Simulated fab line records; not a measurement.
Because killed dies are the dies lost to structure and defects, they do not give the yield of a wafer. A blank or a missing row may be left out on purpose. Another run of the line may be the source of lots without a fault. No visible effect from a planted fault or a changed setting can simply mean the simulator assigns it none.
fab line records -- flow n5Finfet -- part 1 of 2: steps 1 to 6 of 7
[record] lots = 8, wafers = 24, lastDay = 20
route steps=1938 shown BEOL_M4@1111 BEOL_M11@1572 PASSIVATION@1936
lots untouched by any fault: they come from a run of this same line in which no faults occurred
startH: the number of hours between the record's first day and the start of the first shown wafer of the lot -- waitH: hours from the lot's prior step to this one -- " repeats the value in the row above -- L1.1+2: a single row standing in for several wafers -- - either no value or no given start -- * or withheld: withheld -- < > ~ a bound
route shown NAME@n: names a module that has steps shown in the file, with the first one's number in the route -- usual: average and standard deviation across the fault-free wafers -- same: alike in all rows -- chamber/n: place in a boat -- sites: the reading at each site -- _std_site: standard deviation of those values -- _edge_site: outer sites' mean less inner sites' -- radiusMm: for every site, how far away it sits from the centre of the wafer -- mask NAME#n: copy n -- behind: the most recent tool/chamber to have shaped the wafer -- hold: reason for holding the lot/hours on hold/outcome of the hold -- device: whichever transistor did not switch (one of n, p or np) -- end of line: tests of these same wafers at the route's end -- for a step that has no rows: nothing shown but its recipe -- killed: the dies lost at the first sort to structure and to defects; this is not the yield of the wafer -- map: per-die view of a wafer (x killed, . not killed, _ where there is no die)
set.NAME: the setting that was run; set.NAME@STEP: the one run at that earlier step -- model.NAME: the simulator's own value behind a step, which no gauge read
one table for each step of the route and one row for each wafer, over a sample of lots
services: a tool's chamber out of use, with start hour (startH, from the record's first day; less than 0 if before it), hours out, and reason
[[steps]]
[step N5_BEOL_M4_RC_MEAS_101]
[usual] DIBL_N = 35.9/1.2, DIBL_P = 35.9/1.4, IOFF_N = 0.149/0.02, IOFF_P = 0.205/0.022, ION_N = 671/8.8, ION_P = 461/5.9, SS_N = 71.4/0.51, SS_P = 73.2/0.56, VT_N = 250.6/2.5, VT_P = -250.1/2.3
lot.wafer,tool,chamber,startH,waitH,DIBL_N[mV/V],DIBL_P[mV/V],IOFF_N[nA/um],IOFF_P[nA/um],ION_N[uA/um],ION_P[uA/um],SS_N[mV/dec],SS_P[mV/dec],VT_N[mV],VT_P[mV]
L594.2,prober-01,0,214.70,0.2,35.4,34.4,0.140,0.211,667,460,71.2,73.0,250.7,-247.5
L594.3,prober-01,0,214.70,0.2,33.3,32.3,0.110,0.177,657,453,70.9,72.9,254.6,-249.7
L594.5,prober-01,0,214.70,0.2,34.8,34.4,0.138,0.211,667,460,70.9,72.8,249.5,-247.5
L598.1,prober-01,0,246.53,0.0,35.2,35.3,0.126,0.174,666,451,71.1,72.8,252.4,-251.1
L598.5,prober-01,0,246.53,0.0,36.3,36.9,0.146,0.195,674,460,72.0,73.3,251.7,-251.5
L598.6,prober-01,0,246.53,0.0,35.7,36.8,0.137,0.201,667,464,71.2,73.7,254.8,-249.2
L599.4,prober-01,0,253.24,0.5,37.7,37.6,0.175,0.237,677,463,71.7,73.6,248.1,-246.1
L599.5,prober-01,0,253.24,0.5,35.8,34.8,0.132,0.182,656,456,70.9,72.5,253.0,-252.9
L599.6,prober-01,0,253.24,0.5,34.8,33.9,0.124,0.183,663,462,71.2,72.8,251.9,-248.7
L604.2,prober-02,0,269.31,0.2,35.5,33.2,0.119,0.190,652,458,70.8,71.9,253.3,-250.8
L604.4,prober-02,0,269.31,0.2,34.5,31.5,0.107,0.169,653,462,70.2,71.6,254.1,-251.5
L604.6,prober-02,0,269.31,0.2,36.6,34.0,0.129,0.198,656,460,70.9,71.9,253.5,-250.2
L605.3,prober-02,0,284.77,0.3,33.5,33.7,0.108,0.159,654,454,71.1,73.4,256.5,-254.7
L605.4,prober-02,0,284.77,0.3,35.2,35.4,0.131,0.183,670,462,71.8,73.5,252.5,-251.4
L605.6,prober-02,0,284.77,0.3,34.5,34.5,0.119,0.166,658,451,70.7,72.6,253.0,-255.3
L607.1,prober-01,0,287.94,0.0,37.0,36.8,0.170,0.199,677,458,72.5,72.5,248.1,-249.3
L607.3,prober-01,0,287.94,0.0,36.0,36.0,0.155,0.202,671,464,71.8,73.2,248.7,-251.8
L607.4,prober-01,0,287.94,0.0,34.1,34.7,0.130,0.176,678,464,70.8,72.4,250.4,-251.6
L614.2,prober-01,0,323.70,0.2,34.6,33.9,0.118,0.166,658,451,71.4,72.5,255.1,-253.8
L614.4,prober-01,0,323.70,0.2,37.2,36.8,0.165,0.211,676,461,71.7,73.7,248.7,-246.3
L614.6,prober-01,0,323.70,0.2,34.8,34.6,0.129,0.175,665,456,71.1,72.6,254.3,-252.8
L615.1,prober-02,0,360.66,0.0,37.5,35.7,0.171,0.244,680,473,71.2,74.4,247.1,-247.2
L615.2,prober-02,0,360.66,0.0,36.5,34.1,0.145,0.216,664,461,71.5,74.0,249.7,-248.4
L615.6,prober-02,0,360.66,0.0,36.1,34.7,0.144,0.222,673,470,71.0,73.2,249.8,-246.4
[step N5_BEOL_M11_ETCH_65]
[recipe] chemistry = CF4, target = SiARC, targetDepthA = 390, maskMaterial = CAR-ArF, timeS = 65, ionEnergyEv = 80, pressureMtorr = 40, sourceW = 545, biasW = 36, Ar_flow_sccm = 100, cf4FlowSccm = 100, ends = cleared
[usual] biasW = 36.02/0.11, cf4FlowSccm = 100.0/0.31, drypumpMotorCurrentA = 5.7/0.47, etchRfOnTimeS = 65.0/1, oesProductAu = 0.69/0.066, rfVppV = 183.9/1.3, showerheadPlenumPTorr = 2.14/0.085, throttleValvePct = 15.54/0.23
lot.wafer,tool,chamber,startH,waitH,biasW,cf4FlowSccm,drypumpMotorCurrentA,etchRfOnTimeS,oesProductAu,rfHoursCounterH,rfVppV,showerheadPlenumPTorr,throttleValvePct
L594.2,rieDiel-01,2,280.38,0.0,36.12,99.7,6.0,65.1,0.77,21,183.6,2.27,15.14
L594.3,rieDiel-01,0,280.38,0.0,36.00,100.2,6.1,66.6,0.60,209,185.5,2.20,15.74
L594.5,rieDiel-01,1,280.38,0.0,35.91,100.0,5.8,64.6,0.74,-,183.9,2.26,15.67
L598.1,rieDiel-02,1,306.04,0.0,36.11,99.9,4.9,65.7,0.73,54,183.6,2.09,15.41
L598.5,rieDiel-02,1,306.04,0.0,36.22,99.7,4.9,66.0,0.72,-,184.9,2.09,15.42
L598.6,rieDiel-02,0,306.04,0.0,36.09,100.2,5.6,64.4,0.73,-,183.6,2.18,15.74
L599.4,rieDiel-02,1,310.99,0.0,35.81,99.8,4.9,65.5,0.72,55,183.8,2.09,15.44
L599.5,rieDiel-02,3,310.99,0.0,35.98,100.1,6.1,64.1,0.69,-,184.2,2.15,15.28
L599.6,rieDiel-02,0,310.99,0.0,35.80,100.4,5.6,64.0,0.73,-,184.5,2.18,15.72
L604.2,rieDiel-01,2,333.56,0.0,35.94,99.6,6.1,64.9,0.73,42,185.8,2.26,15.18
L604.4,rieDiel-01,2,333.56,0.0,36.01,99.6,6.0,65.2,0.73,-,186.1,2.26,15.17
L604.6,rieDiel-01,3,333.56,0.0,36.14,99.7,5.4,65.1,0.59,-,184.5,2.19,15.93
L607.1,rieDiel-04,1,344.14,0.0,35.96,100.6,5.5,64.4,0.62,188,184.0,2.13,15.63
L607.3,rieDiel-04,3,344.14,0.0,35.85,99.7,6.4,64.9,0.62,175,181.6,1.96,15.55
L607.4,rieDiel-04,0,344.14,0.0,36.05,99.8,5.1,65.9,0.66,114,183.4,2.07,15.74
L605.3,rieDiel-01,0,344.57,0.0,35.99,100.0,6.1,66.9,0.59,235,185.4,2.20,15.79
L605.4,rieDiel-01,1,344.57,0.0,36.03,100.1,5.8,65.6,0.72,68,184.4,2.25,15.68
L605.6,rieDiel-01,3,344.57,0.0,35.89,100.4,5.4,66.4,0.58,-,185.0,2.19,15.95
L614.2,rieDiel-04,1,377.07,0.0,36.06,99.3,5.5,63.6,0.62,198,183.4,2.13,15.66
L614.4,rieDiel-04,2,377.07,0.0,35.90,100.0,6.0,63.7,0.80,23,183.1,2.18,15.18
L614.6,rieDiel-04,3,377.07,0.0,36.15,99.9,6.5,65.4,0.62,-,183.0,1.96,15.57
L615.1,rieDiel-02,2,430.28,0.0,36.01,100.3,5.4,64.0,0.72,78,183.9,2.16,15.47
L615.2,rieDiel-02,3,430.28,0.0,35.70,100.0,6.2,64.4,0.66,148,183.7,2.14,15.34
L615.6,rieDiel-02,1,430.28,0.0,36.07,100.5,4.9,66.6,0.69,-,182.9,2.08,15.50
[step N5_BEOL_M11_VIA_ETCH_34]
[recipe] chemistry = C4F6/O2, target = SiCOH_lowk, targetDepthA = 1845, maskMaterial = SOC, taperDeg = 4, timeS = 69.2, ionEnergyEv = 250, pressureMtorr = 30, sourceW = 345, biasW = 185, Ar_flow_sccm = 300, C4F6_flow_sccm = 10, O2_flow_sccm = 10
[usual] C4F6_flow_sccm = 10.00/0.032, O2_flow_sccm = 10.00/0.031, drypumpMotorCurrentA = 5.7/0.47, oesProductAu = 0.81/0.078, rfVppV = 666/5.3, showerheadPlenumPTorr = 2.85/0.11, throttleValvePct = 20.84/0.24
lot.wafer,tool,chamber,startH,waitH,C4F6_flow_sccm,O2_flow_sccm,drypumpMotorCurrentA,oesProductAu,rfHoursCounterH,rfVppV,showerheadPlenumPTorr,throttleValvePct
L594.2,rieDiel-01,2,280.55,0.0,10.01,9.97,6.0,0.90,21,669,3.01,20.37
L594.3,rieDiel-01,0,280.55,0.0,9.95,9.96,6.1,0.71,209,664,2.94,21.04
L594.5,rieDiel-01,1,280.55,0.0,9.98,9.96,5.8,0.87,-,664,3.01,21.03
L598.1,rieDiel-02,1,306.21,0.0,10.02,9.99,4.9,0.85,54,669,2.78,20.72
L598.5,rieDiel-02,1,306.21,0.0,10.01,9.96,4.9,0.85,-,666,2.78,20.75
L598.6,rieDiel-02,0,306.21,0.0,9.91,10.00,5.6,0.85,-,672,2.90,21.12
L599.4,rieDiel-02,1,311.17,0.0,9.96,10.03,4.9,0.85,55,667,2.78,20.73
L599.5,rieDiel-02,3,311.17,0.0,10.02,10.01,6.2,0.80,-,671,2.86,20.56
L599.6,rieDiel-02,0,311.17,0.0,9.97,9.99,5.6,0.85,-,673,2.90,21.12
L604.2,rieDiel-01,2,333.74,0.0,9.98,10.03,6.1,0.86,43,669,3.00,20.42
L604.4,rieDiel-01,2,333.74,0.0,10.00,9.99,6.1,0.86,-,668,3.00,20.43
L604.6,rieDiel-01,3,333.74,0.0,10.02,10.00,5.4,0.69,-,673,2.91,21.16
L607.1,rieDiel-04,1,344.31,0.0,9.98,9.99,5.5,0.72,188,667,2.84,20.97
L607.3,rieDiel-04,3,344.31,0.0,10.04,10.01,6.5,0.73,175,663,2.61,20.79
L607.4,rieDiel-04,0,344.31,0.0,9.95,9.96,5.1,0.77,114,662,2.75,21.07
L605.3,rieDiel-01,0,344.74,0.0,10.01,10.06,6.1,0.69,235,664,2.93,21.10
L605.4,rieDiel-01,1,344.74,0.0,10.06,10.03,5.8,0.85,68,663,3.00,21.05
L605.6,rieDiel-01,3,344.74,0.0,9.99,9.99,5.4,0.68,-,672,2.91,21.17
L614.2,rieDiel-04,1,377.25,0.0,9.98,9.99,5.5,0.71,198,666,2.84,20.97
L614.4,rieDiel-04,2,377.25,0.0,9.97,10.01,5.9,0.94,23,673,2.90,20.50
L614.6,rieDiel-04,3,377.25,0.0,10.07,10.01,6.5,0.73,-,661,2.61,20.81
L615.1,rieDiel-02,2,430.45,0.0,10.01,10.00,5.4,0.85,78,655,2.87,20.76
L615.2,rieDiel-02,3,430.45,0.0,10.03,10.00,6.2,0.77,148,670,2.84,20.59
L615.6,rieDiel-02,1,430.45,0.0,9.99,9.97,4.9,0.82,-,667,2.77,20.79
[step N5_BEOL_M11_TRENCH_ETCH_37]
[recipe] chemistry = C4F6/O2, targetDepthA = 1488.3, target = SiCOH_lowk, timeS = 48, ionEnergyEv = 250, pressureMtorr = 30, sourceW = 345, biasW = 185, Ar_flow_sccm = 300, C4F6_flow_sccm = 10, O2_flow_sccm = 10
[usual] C4F6_flow_sccm = 10.00/0.03, O2_flow_sccm = 9.997/0.029, drypumpMotorCurrentA = 5.7/0.47, oesProductAu = 0.81/0.077, rfVppV = 666/5.3, showerheadPlenumPTorr = 2.85/0.11, throttleValvePct = 20.86/0.24
lot.wafer,tool,chamber,startH,waitH,C4F6_flow_sccm,O2_flow_sccm,drypumpMotorCurrentA,oesProductAu,rfHoursCounterH,rfVppV,showerheadPlenumPTorr,throttleValvePct
L594.2,rieDiel-01,2,280.65,-,10.04,10.006,6.0,0.90,21,668,3.01,20.40
L594.3,rieDiel-01,0,280.65,-,9.94,10.007,6.1,0.71,209,665,2.94,21.08
L594.5,rieDiel-01,1,280.65,-,10.01,9.967,5.8,0.87,-,663,3.01,21.05
L598.1,rieDiel-02,1,306.32,-,10.01,9.966,4.9,0.84,54,667,2.78,20.77
L598.5,rieDiel-02,1,306.32,-,10.05,10.011,4.9,0.85,-,667,2.78,20.76
L598.6,rieDiel-02,0,306.32,-,10.01,9.977,5.6,0.85,-,673,2.90,21.15
L599.4,rieDiel-02,1,311.27,-,10.04,9.990,4.9,0.85,55,668,2.78,20.77
L599.5,rieDiel-02,3,311.27,-,9.96,9.949,6.2,0.79,-,669,2.86,20.60
L599.6,rieDiel-02,0,311.27,-,9.95,10.002,5.6,0.86,-,672,2.90,21.15
L604.2,rieDiel-01,2,333.84,-,10.04,9.982,6.0,0.85,43,668,3.00,20.44
L604.4,rieDiel-01,2,333.84,-,9.97,9.947,6.0,0.85,-,668,3.00,20.44
L604.6,rieDiel-01,3,333.84,-,9.97,9.988,5.4,0.69,-,673,2.91,21.18
L607.1,rieDiel-04,1,344.41,-,-,-,-,-,-,-,-,-
L607.3,rieDiel-04,3,344.41,-,-,-,-,-,-,-,-,-
L607.4,rieDiel-04,0,344.41,-,-,-,-,-,-,-,-,-
L605.3,rieDiel-01,0,344.85,-,-,-,-,-,-,-,-,-
L605.4,rieDiel-01,1,344.85,-,-,-,-,-,-,-,-,-
L605.6,rieDiel-01,3,344.85,-,-,-,-,-,-,-,-,-
L614.2,rieDiel-04,1,377.35,-,10.00,10.004,5.5,0.72,198,666,2.84,21.01
L614.4,rieDiel-04,2,377.35,-,9.95,9.971,6.0,0.94,23,673,2.90,20.52
L614.6,rieDiel-04,3,377.35,-,10.01,10.054,6.4,0.73,-,662,2.61,20.84
L615.1,rieDiel-02,2,430.56,-,10.00,9.987,5.4,0.83,78,654,2.87,20.78
L615.2,rieDiel-02,3,430.56,-,10.05,9.989,6.1,0.76,148,668,2.84,20.62
L615.6,rieDiel-02,1,430.56,-,10.03,9.990,4.9,0.81,-,667,2.77,20.80
[step N5_BEOL_M11_STRIP_77]
[recipe] chemistry = N2/H2, timeS = 10, powerW = 450, tempC = 40, pressureMtorr = 20, rfFrequencyHz = 6e+07, biasPowerW = 7, n2FlowSccm = 200, h2FlowSccm = 200
[usual] drypumpMotorCurrentA = 5.7/0.47, n2FlowSccm = 199.9/0.63, oesProductAu = 0.81/0.078, rfVppV = 59.3/0.86, showerheadPlenumPTorr = 2.54/0.11, throttleValvePct = 23.6/0.32
lot.wafer,tool,chamber,startH,waitH,drypumpMotorCurrentA,n2FlowSccm,oesProductAu,rfHoursCounterH,rfVppV,showerheadPlenumPTorr,throttleValvePct
L594.2,rieDiel-01,2,-,-,6.0,199.4,0.91,21,60.0,2.71,23.2
L594.3,rieDiel-01,0,-,-,6.1,199.9,0.72,209,59.6,2.62,23.8
L594.5,rieDiel-01,1,-,-,5.8,199.7,0.88,-,60.5,2.69,23.9
L598.1,rieDiel-02,1,-,-,4.9,200.7,0.86,54,59.7,2.47,23.2
L598.5,rieDiel-02,1,-,-,4.9,200.7,0.85,-,59.9,2.47,23.2
L598.6,rieDiel-02,0,-,-,5.6,199.7,0.86,-,59.3,2.58,23.7
L599.4,rieDiel-02,1,-,-,4.9,200.8,0.85,55,59.7,2.47,23.2
L599.5,rieDiel-02,3,-,-,6.2,199.5,0.81,-,59.4,2.55,23.2
L599.6,rieDiel-02,0,-,-,5.6,199.5,0.85,-,58.5,2.58,23.7
L604.2,rieDiel-01,2,-,-,6.0,200.7,0.87,43,60.0,2.70,23.2
L604.4,rieDiel-01,2,-,-,6.0,200.3,0.86,-,59.9,2.70,23.2
L604.6,rieDiel-01,3,-,-,5.4,198.7,0.69,-,59.1,2.62,24.1
L607.1,rieDiel-04,1,-,-,5.5,199.8,0.72,188,58.6,2.53,24.0
L607.3,rieDiel-04,3,-,-,6.4,198.9,0.74,175,60.4,2.32,23.4
L607.4,rieDiel-04,0,-,-,5.1,200.4,0.77,114,59.5,2.45,23.9
L605.3,rieDiel-01,0,-,-,6.1,200.0,0.69,235,57.8,2.61,23.9
L605.4,rieDiel-01,1,-,-,5.8,199.4,0.84,68,58.3,2.68,23.9
L605.6,rieDiel-01,3,-,-,5.4,201.1,0.69,-,58.7,2.61,24.1
L614.2,rieDiel-04,1,-,-,5.5,200.5,0.72,198,60.8,2.53,24.0
L614.4,rieDiel-04,2,-,-,6.0,199.0,0.94,23,59.2,2.59,23.3
L614.6,rieDiel-04,3,-,-,6.5,200.3,0.72,-,57.7,2.32,23.4
L615.1,rieDiel-02,2,-,-,5.4,200.4,0.84,78,59.0,2.57,23.5
L615.2,rieDiel-02,3,-,-,6.1,199.8,0.77,148,59.5,2.54,23.2
L615.6,rieDiel-02,1,-,-,4.9,199.2,0.81,-,58.2,2.46,23.3
[step N5_BEOL_M11_OCD_MEAS_38]
[usual] trenchDepthNm = 148.6/2
lot.wafer,tool,chamber,startH,waitH,trenchDepthNm
L594.2,ocd-02,-,280.84,-,150.0
L594.3,ocd-02,-,280.84,-,148.2
L594.5,ocd-02,-,280.84,-,150.9
L598.1,ocd-02,-,306.50,-,146.3
L598.5,ocd-02,-,306.50,-,146.4
L598.6,ocd-02,-,306.50,-,150.4
L599.4,ocd-01,-,311.46,-,148.0
L599.5,ocd-01,-,311.46,-,147.7
L599.6,ocd-01,-,311.46,-,151.5
L604.2,ocd-02,-,334.02,-,148.1
L604.4,ocd-02,-,334.02,-,148.3
L604.6,ocd-02,-,334.02,-,144.5
L607.1,ocd-01,-,344.60,-,0.2
L607.3,ocd-01,-,344.60,-,0
L607.4,ocd-01,-,344.60,-,0
L605.3,ocd-01,-,345.03,-,0.0
L605.4,ocd-01,-,345.03,-,0.3
L605.6,ocd-01,-,345.03,-,0
L614.2,ocd-02,-,377.53,-,150.1
L614.4,ocd-02,-,377.53,-,152.1
L614.6,ocd-02,-,377.53,-,148.6
L615.1,ocd-01,-,430.74,-,148.1
L615.2,ocd-01,-,430.74,-,147.1
L615.6,ocd-01,-,430.74,-,145.7
[[key]]
[firstSign] step = N5_BEOL_M11_TRENCH_ETCH_37, reading = toolRecord, direction = missing
[effect] step = N5_BEOL_M11_OCD_MEAS_38, reading = trenchDepthNm, direction = down, sigmas = 75, usual = 148.6, struck = 0.1
[effect] step = N5_PASSIVATION_PROBE_49, reading = killed_at_M4_up, direction = up, sigmas = 99+, usual = 14, struck = 1096
[moreKillsBornAt] N5_BEOL_M11_TRENCH_ETCH_37@rieDiel-01 = 3276, N5_BEOL_M11_TRENCH_ETCH_37@rieDiel-04 = 3238
metAt N5_BEOL_M11_TRENCH_ETCH_37
struckLots L605,L607
laterRowsLeftOut L605.3,L605.4,L605.6,L607.1,L607.3,L607.4
notActingAt N5_BEOL_M11_ETCH_65,N5_BEOL_M11_VIA_ETCH_34,N5_BEOL_M11_STRIP_77
onsetBetween 333.84 344.41
[fault] kind = skippedStepWhole, tool = rieDiel-01,rieDiel-04, chamber = -, onsetH = 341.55, steps = N5_BEOL_M11_TRENCH_ETCH_37, scope = struckLotsOnly
// laterRowsLeftOut: the simulator's readings of these wafers behind a module that went badly wrong aren't trusted and aren't shown, but for the sort
